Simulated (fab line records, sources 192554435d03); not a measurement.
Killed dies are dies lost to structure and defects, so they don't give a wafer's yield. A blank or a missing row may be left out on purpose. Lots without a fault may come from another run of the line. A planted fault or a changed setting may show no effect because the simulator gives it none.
Which tool did it? | flow n5_finfet | 11 lots, 33 wafers sampled, at 3 steps of a route of 1938

WHAT THE GAUGES READ, wafer by wafer
N5_FIN_SAQP_INSPECT_40: inspects for defects (brightfield).
lot  | measured    | on                | raw_defect_count
L445 | day 2 21:32 | defect_inspect-02 | 191 163 142
L446 | day 3 02:37 | defect_inspect-02 | 272 262 295
L447 | day 3 08:52 | defect_inspect-02 | 464 349 312
L448 | day 3 16:05 | defect_inspect-02 | 196 237 216
L449 | day 3 21:44 | defect_inspect-01 | 242 213 297
L452 | day 4 14:25 | defect_inspect-01 | 174 253 259
L453 | day 4 23:40 | defect_inspect-02 | 178 189 127
L454 | day 5 04:44 | defect_inspect-02 | 133 226 294
L459 | day 6 10:07 | defect_inspect-02 | 194 172 264
L462 | day 7 02:07 | defect_inspect-02 | 167 237 159
L463 | day 7 08:57 | defect_inspect-02 | 232 332 555

WHICH TOOL RAN EACH LOT (tool, then ch and the chambers of the sampled wafers, then the start)
lot  | N5_FIN_SAQP_MANDREL2_REMOVE_60  | N5_FIN_SAQP_ETCH_64
L445 | rie_si-06 ch 2,3, day 2 20:44   | rie_si-05 ch 2,3, day 2 21:16
L446 | rie_si-05 ch 2,3, day 3 01:55   | rie_si-06 ch 2,3, day 3 02:20
L447 | rie_si-05 ch 0,1,3, day 3 08:10 | rie_si-06 ch 0,1,2, day 3 08:36
L448 | rie_si-06 ch 1,2, day 3 15:22   | rie_si-01 ch 0,2,3, day 3 15:47
L449 | rie_si-06 ch 0,3, day 3 21:03   | rie_si-01 ch 0,1,2, day 3 21:28
L452 | rie_si-05 ch 0,2,3, day 4 13:44 | rie_si-06 ch 0,1,2, day 4 14:09
L453 | rie_si-06 ch 2,3, day 4 22:58   | rie_si-01 ch 2,3, day 4 23:24
L454 | rie_si-05 ch 1,2, day 5 03:54   | rie_si-05 ch 1,2,3, day 5 04:28
L459 | rie_si-01 ch 0,1,3, day 6 09:21 | rie_si-06 ch 0,2,3, day 6 09:50
L462 | rie_si-05 ch 0,2,3, day 7 01:26 | rie_si-06 ch 0,1,3, day 7 01:51
L463 | rie_si-05 ch 2,3, day 7 08:15   | rie_si-01 ch 0,1,2, day 7 08:41
- N5_FIN_SAQP_MANDREL2_REMOVE_60: chemistry HBr/Cl2/O2, target a-Si, stops on SiNx, bt time 10 s.
- N5_FIN_SAQP_ETCH_64: etches SiO2 in CF4, target depth 1.5 nm.

THE ANSWER, worked out from the rows above alone
Rule: what is usual is taken from the lots themselves. Put in order of their means at a reading, lots are off if they are a third of the lots or fewer, leave a main group of 4 or more, and stand apart from it by a gap of 3 or more times the standard deviation of the main group's means; of several such gaps the widest counts. A main group whose means are all the same, to the digits that the tables above print for the reading, isn't used. A lot without any number at a reading at which 4 lots or more have one is off too. The other lots that the step has rows for count as sound.
No lot is off at any reading shown: from this, nothing can be told.

WHAT THE SIMULATOR HAD PUT IN
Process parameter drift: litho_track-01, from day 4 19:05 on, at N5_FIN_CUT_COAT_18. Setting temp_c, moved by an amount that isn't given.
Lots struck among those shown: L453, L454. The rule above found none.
